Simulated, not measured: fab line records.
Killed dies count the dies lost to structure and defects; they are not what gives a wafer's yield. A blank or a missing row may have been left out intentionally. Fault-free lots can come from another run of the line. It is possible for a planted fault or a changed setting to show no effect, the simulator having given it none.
Which of the tools did it?	flow n5_finfet	9 lots with 26 wafers sampled at 7 steps, on a route of 1938 steps

== WHAT EACH GAUGE READ, for each wafer ==
N5_BEOL_M3_INSPECT_59: inspects for defects (darkfield). Usual: raw_defect_count 73, standard deviation 22.
lot	measured	on	raw_defect_count	flag
L403	day 7 11:26	defect_inspect-02	67 96 92	
L404	day 7 15:49	defect_inspect-02	102 75	
L405	day 7 22:05	defect_inspect-02	393 366 337	OFF
L408	day 9 00:58	defect_inspect-01	375 379 393	OFF
L415	day 10 10:18	defect_inspect-02	71 88 72	
L417	day 10 20:10	defect_inspect-01	42 64 47	
L419	day 11 15:32	defect_inspect-01	63 69 92	
L420	day 11 18:04	defect_inspect-01	85 61 44	
L425	day 13 03:22	defect_inspect-01	73 90 63	

N5_BEOL_M4_INSPECT_13: inspects for defects (brightfield). Usual: raw_defect_count 422, standard deviation 81.
lot	measured	on	raw_defect_count	flag
L403	day 7 13:55	defect_inspect-01	391 415 430	
L404	day 7 16:46	defect_inspect-02	439 453	
L405	day 7 22:57	defect_inspect-01	852 657 822	OFF
L408	day 9 02:29	defect_inspect-02	862 696 716	OFF
L415	day 10 12:44	defect_inspect-01	398 516 464	
L417	day 10 21:34	defect_inspect-01	529 429 452	
L419	day 11 16:44	defect_inspect-02	514 439 389	
L420	day 11 20:05	defect_inspect-01	437 572 524	
L425	day 13 05:21	defect_inspect-01	432 454 333	

N5_BEOL_M4_INSPECT_30: inspects for defects (brightfield). Usual: raw_defect_count 423, standard deviation 84.
lot	measured	on	raw_defect_count	flag
L403	day 7 14:48	defect_inspect-01	387 403 409	
L404	day 7 17:44	defect_inspect-01	414 434	
L405	day 7 23:50	defect_inspect-02	917 648 816	OFF
L408	day 9 03:40	defect_inspect-01	846 650 686	OFF
L415	day 10 13:38	defect_inspect-02	444 544 506	
L417	day 10 22:40	defect_inspect-01	539 421 491	
L419	day 11 18:13	defect_inspect-02	528 453 400	
L420	day 11 21:07	defect_inspect-02	484 634 551	
L425	day 13 06:15	defect_inspect-02	416 481 380	

N5_BEOL_M4_RC_MEAS_101. Usual: DIBL_N 36.0 mV/V, standard deviation 1.6; DIBL_P 36.1 mV/V, standard deviation 2; IOFF_N 0.160 nA/um, standard deviation 0.029; IOFF_P 0.21 nA/um, standard deviation 0.039; ION_N 675 uA/um, standard deviation 13; ION_P 464 uA/um, standard deviation 8.8; SS_N 71.5 mV/dec, standard deviation 0.58; SS_P 73.3 mV/dec, standard deviation 0.65; VT_N 250 mV, standard deviation 3.3; VT_P -249 mV, standard deviation 3.6.
lot	measured	on	DIBL_N (mV/V)	DIBL_P (mV/V)	IOFF_N (nA/um)	IOFF_P (nA/um)	ION_N (uA/um)	ION_P (uA/um)	SS_N (mV/dec)	SS_P (mV/dec)	VT_N (mV)	VT_P (mV)	flag
L403	day 7 20:04	prober-02	37.4 35.6 36.4	36.9 34.9 33.6	0.164 0.128 0.141	0.21 0.19 0.17	676 659 662	456 454 449	72.0 71.5 71.6	73.4 73.0 72.7	247 251 254	-252 -253 -255	
L404	day 8 01:37	prober-01	37.5 36.0	36.4 34.5	0.174 0.149	0.24 0.21	666 667	460 460	71.8 71.1	74.0 72.7	251 251	-248 -250	
L405	day 8 07:10	prober-01	34.1 36.9 33.7	34.5 37.5 33.5	0.128 0.173 0.118	0.17 0.22 0.15	666 693 665	456 473 452	72.0 71.0 71.2	72.5 73.4 72.2	252 248 255	-252 -248 -255	
L408	day 9 12:39	prober-02	38.0 36.7 37.5	36.8 35.3 37.1	0.166 0.154 0.152	0.23 0.22 0.23	681 677 670	471 465 465	71.6 70.8 72.2	73.6 73.0 73.3	250 250 252	-248 -249 -247	
L415	day 10 22:04	prober-02	35.3 35.9 36.4	34.1 35.1 35.6	0.138 0.154 0.165	0.19 0.20 0.21	681 678 694	470 472 474	70.5 70.8 72.1	73.3 72.9 73.4	251 250 247	-252 -251 -250	
L417	day 11 04:11	prober-02	34.7 35.0 34.6	34.2 33.5 34.1	0.134 0.135 0.135	0.21 0.19 0.20	668 665 664	469 457 463	71.9 71.2 70.7	72.6 72.5 72.9	251 252 251	-248 -252 -251	
L419	day 12 03:53	prober-02	34.5 35.9 35.9	34.8 37.2 36.8	0.138 0.166 0.171	0.19 0.25 0.23	657 673 682	455 467 470	71.2 71.7 71.7	72.6 73.0 73.5	252 249 246	-250 -246 -249	
L420	day 12 04:14	prober-01	37.1 35.7 34.8	38.1 36.5 35.1	0.203 0.154 0.144	0.22 0.20 0.18	685 661 670	463 463 455	71.5 71.4 70.7	73.6 73.8 72.9	245 248 250	-248 -248 -253	
L425	day 13 15:26	prober-02	34.6 35.0 37.1	33.6 35.3 37.7	0.128 0.139 0.180	0.19 0.21 0.25	664 657 682	462 458 465	70.7 71.5 71.9	72.0 72.9 74.1	253 253 247	-247 -251 -247	

== WHICH TOOL RAN EACH LOT (tool, then ch and the chambers of the sampled wafers, then the start) ==
lot	N5_BEOL_M3_SPUTTER_92	N5_BEOL_M3_ANNEAL_95	N5_BEOL_M3_CMP_52
L403	pvd_sputter-02, day 7 09:38	pvd_sputter-02, day 7 09:56	cmp-03 ch 1,2,3, day 7 10:50
L404	pvd_sputter-02, day 7 14:13	pvd_sputter-02, day 7 14:31	cmp-03 ch 2,3, day 7 15:13
L405	pvd_sputter-02, day 7 20:34	pvd_sputter-02, day 7 20:52	cmp-03 ch 0,2,3, day 7 21:32
L408	pvd_sputter-02, day 8 22:40	pvd_sputter-02, day 8 23:16	cmp-03 ch 0,1,2, day 9 00:07
L415	pvd_sputter-02, day 10 08:27	pvd_sputter-02, day 10 08:45	cmp-02 ch 0,1,2, day 10 09:43
L417	pvd_sputter-01, day 10 18:39	pvd_sputter-01, day 10 18:57	cmp-01 ch 0,1,2, day 10 19:39
L419	pvd_sputter-01, day 11 14:01	pvd_sputter-01, day 11 14:19	cmp-03 ch 0,1,3, day 11 14:57
L420	pvd_sputter-02, day 11 16:32	pvd_sputter-02, day 11 16:50	cmp-02 ch 1,2, day 11 17:31
L425	pvd_sputter-03, day 13 01:47	pvd_sputter-03, day 13 02:05	cmp-02 ch 1,2, day 13 02:47
- N5_BEOL_M3_SPUTTER_92: material Cu, target thk 4.5 nm, time 8.29 s.
- N5_BEOL_M3_ANNEAL_95: time 240 s.
- N5_BEOL_M3_CMP_52: polishes, stops on SiOC, t overpolish 6.8 s, target thk 40 nm.

== AS READ BY THE TOOLS THEMSELVES (means over the sampled wafers that have a number; for cases with no such wafer, the mark the record gives instead) ==
N5_BEOL_M3_SPUTTER_92. Usual: substrate_temp_c -20.00 C, standard deviation 0.1; throttle_valve_pct 30.2 %, standard deviation 0.61.
lot	tool	substrate_temp_c (C)	throttle_valve_pct (%)	flag
L403	pvd_sputter-02	-20.02	30.1	
L404	pvd_sputter-02	-20.09	30.0	
L405	pvd_sputter-02	-20.07	30.4	
L408	pvd_sputter-02	-20.09	30.5	
L415	pvd_sputter-02	-19.97	30.4	
L417	pvd_sputter-01	-19.99	30.1	
L419	pvd_sputter-01	-19.98	29.9	
L420	pvd_sputter-02	-19.96	30.6	
L425	pvd_sputter-03	-19.93	29.6	

N5_BEOL_M3_ANNEAL_95. Usual: heater_power_w 833 W, standard deviation 100.
lot	tool	heater_power_w (W)	flag
L403	pvd_sputter-02	828	
L404	pvd_sputter-02	758	
L405	pvd_sputter-02	892	
L408	pvd_sputter-02	798	
L415	pvd_sputter-02	765	
L417	pvd_sputter-01	899	
L419	pvd_sputter-01	839	
L420	pvd_sputter-02	825	
L425	pvd_sputter-03	922	

N5_BEOL_M3_CMP_52. Usual: barrier_field_endpoint_s 24.2 s, standard deviation 0.69; clearing_platen_down_force_psi 1.4998 psi, standard deviation 0.0027; clearing_platen_rpm 49.999 rpm, standard deviation 0.026; motor_current_A 6.0 A, standard deviation 0.6; overpolish_run_s 6.798 s, standard deviation 0.0092; platen_rpm 50.00 rpm, standard deviation 0.033; time_to_endpoint_s 60 s, standard deviation 3.5.
lot	tool	barrier_field_endpoint_s (s)	clearing_platen_down_force_psi (psi)	clearing_platen_rpm (rpm)	motor_current_A (A)	overpolish_run_s (s)	platen_rpm (rpm)	time_to_endpoint_s (s)	flag
L403	cmp-03	24.4	1.4987	50.004	6.5	6.798	50.01	64	
L404	cmp-03	25.1	1.5026	50.014	6.5	6.800	50.00	64	
L405	cmp-03	24.6	1.4984	50.001	6.6	6.789	50.01	62	
L408	cmp-03	24.7	1.4992	50.003	6.4	6.806	50.02	65	
L415	cmp-02	23.6	1.5027	49.994	5.9	6.803	50.01	57	
L417	cmp-01	24.3	1.5014	50.015	5.7	6.798	50.00	62	
L419	cmp-03	24.3	1.5024	49.987	6.3	6.800	50.02	59	
L420	cmp-02	24.2	1.4964	50.000	6.4	6.793	50.02	55	
L425	cmp-02	23.6	1.5002	50.006	6.4	6.798	50.02	56	

== THE ANSWER, worked out from the rows above alone ==
Rule: a lot is off if the mean of its wafers that have a number lies more than 3 standard deviations from the usual mean. A lot without any number at a reading at which 4 lots or more have one is off too. The other lots that the step has rows for count as sound. The gauges are gone through in route order, then the tools' own readings, and for those a lot's mean is taken as printed above. At the first step where some lot is off, the reading lying furthest off is the one used; lots without a number count as furthest.
Off, at N5_BEOL_M3_INSPECT_59 on raw_defect_count: L405, L408.
A tool fits if, at a process step before that reading, it ran every lot that is off, and no sound lot after the first of them. The gauges at N5_BEOL_M3_INSPECT_59 are tried like those tools. Of those tried, none fits.

== WHAT THE SIMULATOR HAD PUT IN ==
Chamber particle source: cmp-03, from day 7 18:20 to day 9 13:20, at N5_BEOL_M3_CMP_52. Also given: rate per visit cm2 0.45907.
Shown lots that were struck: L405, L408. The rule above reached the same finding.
